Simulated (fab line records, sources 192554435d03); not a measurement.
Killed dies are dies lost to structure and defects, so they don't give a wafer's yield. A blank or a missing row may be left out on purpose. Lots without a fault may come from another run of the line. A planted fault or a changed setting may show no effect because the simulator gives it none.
Chamber matching | flow n5_finfet | N5_BEOL_M3_ETCHBACK_99 on rie_diel-01: 4 sister chambers
The step etches SiO2 in CHF3, target depth 5 nm, time 10.4 s. 20 wafers are shown with their chamber, then 10 later ones without.

WAFERS WITH THEIR CHAMBER
wafer  | chamber | drypump_motor_current_A (A) | rf_vpp_V (V) | showerhead_plenum_p_Torr (Torr)
L078.1 | 2       | 5.1                         | 239          | 2.18
L078.3 | 0       | 6.1                         | 253          | 2.22
L078.5 | 0       | 6.1                         | 252          | 2.22
L075.1 | 2       | 5.1                         | 240          | 2.18
L075.4 | 3       | 6.3                         | 237          | 2.13
L075.5 | 1       | 6.2                         | 238          | 2.20
L080.2 | 2       | 5.1                         | 239          | 2.18
L080.4 | 1       | 6.2                         | 240          | 2.20
L080.6 | 2       | 5.1                         | 239          | 2.18
L081.2 | 1       | 6.2                         | 239          | 2.19
L081.3 | 2       | 5.1                         | 239          | 2.18
L081.5 | 2       | 5.1                         | 239          | 2.18
L084.2 | 1       | 6.1                         | 239          | 2.19
L084.4 | 0       | 6.1                         | 252          | 2.21
L084.5 | 3       | 6.3                         | 238          | 2.12
L085.1 | 1       | 6.1                         | 240          | 2.19
L085.3 | 3       | 6.3                         | 237          | 2.12
L085.6 | 1       | 6.2                         | 241          | 2.19
L087.3 | 1       | 6.1                         | 241          | 2.19
L087.4 | 1       | 6.1                         | 241          | 2.19

SIGNATURES (means of the wafers above)
reading                  | chamber 0 | chamber 1 | chamber 2 | chamber 3 | scatter within a chamber
drypump_motor_current_A  | 6.100     | 6.150     | 5.100     | 6.300     | 0.0354
rf_vpp_V                 | 252.33    | 239.88    | 239.17    | 237.33    | 0.831
showerhead_plenum_p_Torr | 2.2167    | 2.1925    | 2.1800    | 2.1233    | 0.00421
Rule: a wafer's distance from a chamber is the root of the sum, over the readings, of the square of ((its reading less the chamber's mean) divided by the reading's scatter). The wafer belongs to the nearest chamber; if the next one is less than 2 further off, it can't be placed. The scatter: the root of (the sum of the squares of (reading less its chamber's mean) over the shown wafers, divided by (wafers less chambers)).

WAFERS WITHOUT THEIR CHAMBER
wafer  | drypump_motor_current_A (A) | rf_vpp_V (V) | showerhead_plenum_p_Torr (Torr)
L087.5 | 6.1                         | 251          | 2.21
L092.1 | 6.2                         | 239          | 2.19
L092.3 | 6.1                         | 252          | 2.21
L092.6 | 6.1                         | 240          | 2.19
L094.2 | 5.1                         | 240          | 2.17
L094.3 | 6.1                         | 242          | 2.19
L094.6 | 6.1                         | 251          | 2.21
L095.1 | 6.3                         | 237          | 2.12
L095.2 | 5.2                         | 238          | 2.17
L095.3 | 6.2                         | 240          | 2.19

WHICH CHAMBER EACH WENT THROUGH
wafer  | from the rows above | in truth
L087.5 | 0                   | 0
L092.1 | 1                   | 1
L092.3 | 0                   | 0
L092.6 | 1                   | 1
L094.2 | 2                   | 2
L094.3 | 1                   | 1
L094.6 | 0                   | 0
L095.1 | 3                   | 3
L095.2 | 2                   | 2
L095.3 | 1                   | 1
Placed correctly: 10 of 10. Can't be placed from these rows: 0. Placed wrongly: 0.
